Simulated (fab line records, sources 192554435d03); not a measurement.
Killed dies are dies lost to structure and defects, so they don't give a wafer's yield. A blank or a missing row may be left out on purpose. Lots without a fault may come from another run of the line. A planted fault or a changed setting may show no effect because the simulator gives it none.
Chamber matching | flow n5_finfet | N5_BEOL_M2_ETCH_63 on rie_diel-04: 4 sister chambers
The step etches SiARC in CF4, target depth 15.6 nm, time 26 s. 4 wafers are shown with their chamber, then 11 later ones without.

WAFERS WITH THEIR CHAMBER
wafer  | chamber | drypump_motor_current_A (A)
L090.2 | 0       | 6.5
L090.4 | 2       | 5.7
L090.5 | 3       | 6.0
L092.1 | 1       | 6.1

WAFERS WITHOUT THEIR CHAMBER
wafer  | drypump_motor_current_A (A)
L092.4 | 5.7
L092.5 | 5.8
L093.3 | 5.7
L093.4 | 6.1
L093.5 | 6.0
L095.2 | 5.9
L095.3 | 6.5
L095.4 | 6.1
L096.1 | 5.7
L096.4 | 6.0
L096.5 | 5.7

WHICH CHAMBER EACH WENT THROUGH
wafer  | from the rows above | in truth
L092.4 | 2                   | 2
L092.5 | 2                   | 2
L093.3 | 2                   | 2
L093.4 | 1                   | 1
L093.5 | 3                   | 3
L095.2 | 3                   | 3
L095.3 | 0                   | 0
L095.4 | 1                   | 1
L096.1 | 2                   | 2
L096.4 | 3                   | 3
L096.5 | 2                   | 2
Placed correctly: 11 of 11. Can't be placed from these rows: 0. Placed wrongly: 0.
How it was worked out, from the rows above alone: a wafer's distance from a chamber is the root of the sum, over the readings, of the square of ((its reading less the chamber's mean) divided by the reading's scatter). The wafer belongs to the nearest chamber; if the next one is less than 2 further off, it can't be placed. A chamber's mean is the mean of its shown wafers. The scatter: with one shown wafer a chamber, the root of the mean of the squares of how far each hidden wafer lies from its nearest shown one.
